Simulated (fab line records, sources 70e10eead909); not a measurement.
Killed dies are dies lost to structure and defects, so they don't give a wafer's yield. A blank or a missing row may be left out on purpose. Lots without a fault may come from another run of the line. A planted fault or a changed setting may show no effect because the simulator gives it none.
Problem report in the 8D (eight disciplines) form, filled by code | flow nand_harc | the parts of the form that need people (team, actions taken, sign-off) are left out

1. THE PROBLEM
thk_nm at NHARC_A_ONON_D2_THK_MEAS_14 reads a mean of 620 nm on 6 wafers of 2 lots; wafers without a fault read 1001 nm with a standard deviation of 11. That is -35 standard deviations from the usual mean.
The step: measures by ellipsometry.
First seen on wafer L992.1, day 15 20:53, on film_metro-01. The record holds 39 wafers of 13 lots with a number at this step. Rule for "out", or "out of limits": more than 4 standard deviations from the usual mean. The other wafers with a number count as sound.

2. WHAT IT IS AND WHAT IT IS NOT
question                    | is                     | is not
which readings at this step | thk_nm                 | -
which lots                  | L992, L993             | L100, L102, L104, L105, L106, L983, L985, L994, L996, L997, L999
which wafers of those lots  | all that have a number | -
read on which gauges        | film_metro-01          | film_metro-02
when                        | from day 15 20:53      | up to then (6 sound wafers); but 27 sound wafers of L100, L102, L104, L105, L106, L994, L996, L997, L999 came after

3. SUSPECTS, AND WHAT RULES EACH OUT
Counting: a tool at a process step up to the reading stays a suspect if it ran every lot that is out and no sound lot after the first of them.
- the gauge at NHARC_A_ONON_D2_THK_MEAS_14: ruled out. All the wafers that are out were read on film_metro-01, but those of them that NHARC_END_SORT_01 has rows for are out there too, on other tools.
- pecvd_onon-01 at NHARC_A_ONON_D2_DEP_12 (target thk 1000 nm): ruled out as a lasting fault. Sound lots L999, L104 ran on it after its first lot that is out, L992 (day 15 20:22).
Left after counting: nothing in the record.

4. THE CAUSE (what the simulator had put in)
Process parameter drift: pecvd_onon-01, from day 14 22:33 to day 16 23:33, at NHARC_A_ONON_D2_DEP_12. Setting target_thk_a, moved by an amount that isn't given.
Counting ruled it out, wrongly: the rule takes a fault to strike every lot that its tool runs from its start on, and this one did not.

5. THE CHAIN OF EFFECTS, in route order
Each row: a reading whose mean over the struck wafers that have a number lies more than 3 standard deviations from the usual. Only readings for which the record gives a usual standard deviation are gone through. hours: the time from each lot's start at the first step in this table that gives one to its start at this step, as a median over the lots. sigmas: the change in usual standard deviations.
hours | step                        | reading         | usual   | on struck wafers | change | sigmas
0     | NHARC_A_ONON_D2_THK_MEAS_14 | thk_nm          | 1001 nm | 620              | -382   | -35
283   | NHARC_END_SORT_01           | killed_at_array | 56      | 672              | +616   | +32
283   | NHARC_END_SORT_01           | killed_dies     | 61      | 677              | +616   | +32

6. WHAT WOULD HAVE CAUGHT IT SOONER
In this record the first reading out of limits at a measuring or inspecting step was taken at day 15 20:53, 22 hours after the fault began at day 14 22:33.
